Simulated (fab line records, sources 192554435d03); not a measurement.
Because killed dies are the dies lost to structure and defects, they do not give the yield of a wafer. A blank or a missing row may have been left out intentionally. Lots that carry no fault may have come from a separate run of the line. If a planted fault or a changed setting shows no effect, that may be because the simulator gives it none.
Split-lot trial	flow n5Finfet	21 wafers read across 7 lots, on a route 1938 steps long

## SPLIT DETAILS
At N5_BEOL_M6_COAT_05 (resist thk 90 nm), the setting spinRpm was moved away from the recipe's 1500 rpm on 10 of the 21 wafers read, by -9.3% to +10.3%. This setting was run at the recipe's value on the other wafers.

## FROM THE SPLIT TO THE READING: what the file shows between them, 2 steps
- N5_BEOL_M6_EBR_07
- N5_BEOL_M6_SOFTBAKE_06: time 60 s

## THE READING
CAR-ArF_of_BEOL_M6_COAT_05.thkNm (the simulator's own value, which no gauge read), in nm, at N5_BEOL_M6_DESCUM_16 (chemistry O2, time 7.9 s). There is no usual value for it anywhere in the file. Across the 11 wafers here that went through the recipe, the average is 83.5 nm and the standard deviation 0.21 nm.

wafer	tool, chamber at the split	spinRpm as run, rpm	against the recipe	CAR-ArF_of_BEOL_M6_COAT_05.thkNm, nm	against lot-mates on the recipe
L074.2	lithoTrack-04, 0	1430	-4.7%	85.4	+1.9
L074.4	lithoTrack-04, 0	1500	recipe	83.6	-
L074.6	lithoTrack-04, 0	1500	recipe	83.4	-
L080.2	lithoTrack-02, 0	1360	-9.3%	88.4	+4.6
L080.5	lithoTrack-02, 0	1500	recipe	83.8	-
L080.6	lithoTrack-02, 0	1360	-9.3%	88	+4.2
L081.1	lithoTrack-02, 0	1500	recipe	83.2	-
L081.5	lithoTrack-02, 0	1500	recipe	83.2	-
L081.3	lithoTrack-02, 0	1386	-7.6%	87	+3.8
L084.2	lithoTrack-02, 0	1368	-8.8%	88	+4.2
L084.4	lithoTrack-02, 0	1368	-8.8%	88	+4.2
L084.3	lithoTrack-02, 0	1500	recipe	83.8	-
L085.1	lithoTrack-02, 0	1500	recipe	83.6	-
L085.2	lithoTrack-02, 0	1566	+4.4%	81.8	-1.8
L085.3	lithoTrack-02, 0	1566	+4.4%	81.8	-1.8
L089.1	lithoTrack-02, 0	1500	recipe	83.2	-
L089.4	lithoTrack-02, 0	1655	+10.3%	78.8	-4.4
L089.6	lithoTrack-02, 0	1655	+10.3%	79	-4.2
L094.1	lithoTrack-02, 0	1500	recipe	83.6	-
L094.2	lithoTrack-02, 0	1500	recipe	83.4	-
L094.6	lithoTrack-02, 0	1500	recipe	83.4	-

FIT RESULTS
A straight line over all 21 wafers: CAR-ArF_of_BEOL_M6_COAT_05.thkNm changes by -0.47 nm for each +1% of spinRpm; r = -1.00; the points scatter about the line by 0.27 nm.
The same after taking each lot's own level away (the mean of its wafers on the recipe; 21 wafers): -0.449 nm for each +1%; r = -1.00; scatter 0.18 nm.
That fit puts the effect of the largest move of spinRpm on the reading at 4.6 nm.
Measured against the standard deviation above, the lots' own levels, which go from 83.20 to 83.80 nm, span 2.8 times it.
The two slopes are in agreement: the lot-to-lot level therefore moves the slope only a little.
Check: -4.58 nm against its lot-mates is what the line predicts for one of the wafers moved furthest among these (+10.3%) when that wafer is left out of the fit. It came out at -4.4 nm against them.

## THE WHOLE CHAIN: every reading that the file lists as answering this split, in the file's order
step	what it does	reading	change (the file's fit)	r (the file's)
N5_BEOL_M6_COAT_05	resist thk 90 nm	CAR-ArF_of_BEOL_M6_COAT_05.thkNm (the simulator's own value, which no gauge read)	-0.46 nm for each +1% of the setting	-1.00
N5_BEOL_M6_DESCUM_16	chemistry O2, time 7.9 s	CAR-ArF_of_BEOL_M6_COAT_05.thkNm (the simulator's own value, which no gauge read)	-0.454 nm for each +1% of the setting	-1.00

## THE FILE'S OWN FIT
CAR-ArF_of_BEOL_M6_COAT_05.thkNm changes by -0.454 nm for each +1% of spinRpm, r = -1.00.
